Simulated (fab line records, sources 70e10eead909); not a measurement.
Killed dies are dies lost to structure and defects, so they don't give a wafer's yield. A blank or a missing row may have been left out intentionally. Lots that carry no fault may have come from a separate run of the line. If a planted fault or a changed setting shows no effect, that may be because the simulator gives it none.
Chamber matching    flow nand-harc    pecvd-02 running NHARC_P_M2_PRE_CLEAN_32: 3 sister chambers
The step time 12 s. 16 wafers are shown with their chamber, then 8 later ones without.

## EACH WAFER AND ITS CHAMBER
wafer   chamber  heater-power-outer-w (W)  heater-power-w (W)
L075.1  2        442                       745
L075.5  0        333                       614
L075.6  1        372                       663
L081.1  1        472                       814
L081.4  0        370                       678
L081.6  1        479                       818
L087.3  0        385                       703
L087.5  1        460                       831
L087.6  2        427                       695
L091.1  1        394                       708
L091.5  1        388                       723
L091.6  0        380                       678
L093.1  2        422                       698
L093.3  0        408                       730
L093.4  2        415                       700
L094.1  1        483                       834

SIGNATURES, as means of the wafers listed above
reading               chamber 0  chamber 1  chamber 2  scatter within a chamber
heater-power-outer-w  375.20     435.43     426.50     36.7
heater-power-w        680.60     770.14     709.50     54.5
Rule: a wafer lies at a distance from a chamber equal to the root of the sum of squares, over the readings, of (its reading less the chamber's mean, divided by the reading's scatter). If the next closest chamber is less than 2 further off than the closest, the wafer can't be placed; otherwise it belongs to the closest. How the scatter is found: for the shown wafers, subtract from each reading the mean of its chamber, square and add these, divide the total by (wafers less chambers), then take the root.

## WAFERS WHOSE CHAMBER IS MISSING
wafer   heater-power-outer-w (W)  heater-power-w (W)
L094.3  416                       708
L094.4  494                       861
L095.1  429                       763
L095.2  432                       712
L095.3  402                       706
L096.2  418                       746
L096.4  415                       724
L096.6  398                       708

## WHICH CHAMBER EACH WENT THROUGH
wafer   from the rows above           in truth
L094.3  can't be placed: 2 or 0 or 1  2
L094.4  can't be placed: 1 or 2       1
L095.1  can't be placed: 1 or 2 or 0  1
L095.2  can't be placed: 2 or 1 or 0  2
L095.3  can't be placed: 2 or 0 or 1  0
L096.2  can't be placed: 1 or 2 or 0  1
L096.4  can't be placed: 2 or 1 or 0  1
L096.6  can't be placed: 2 or 0 or 1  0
Correctly placed: 0 of 8. These rows do not allow placing 8 (true chamber among the candidates in 8). Wrongly placed: 0.
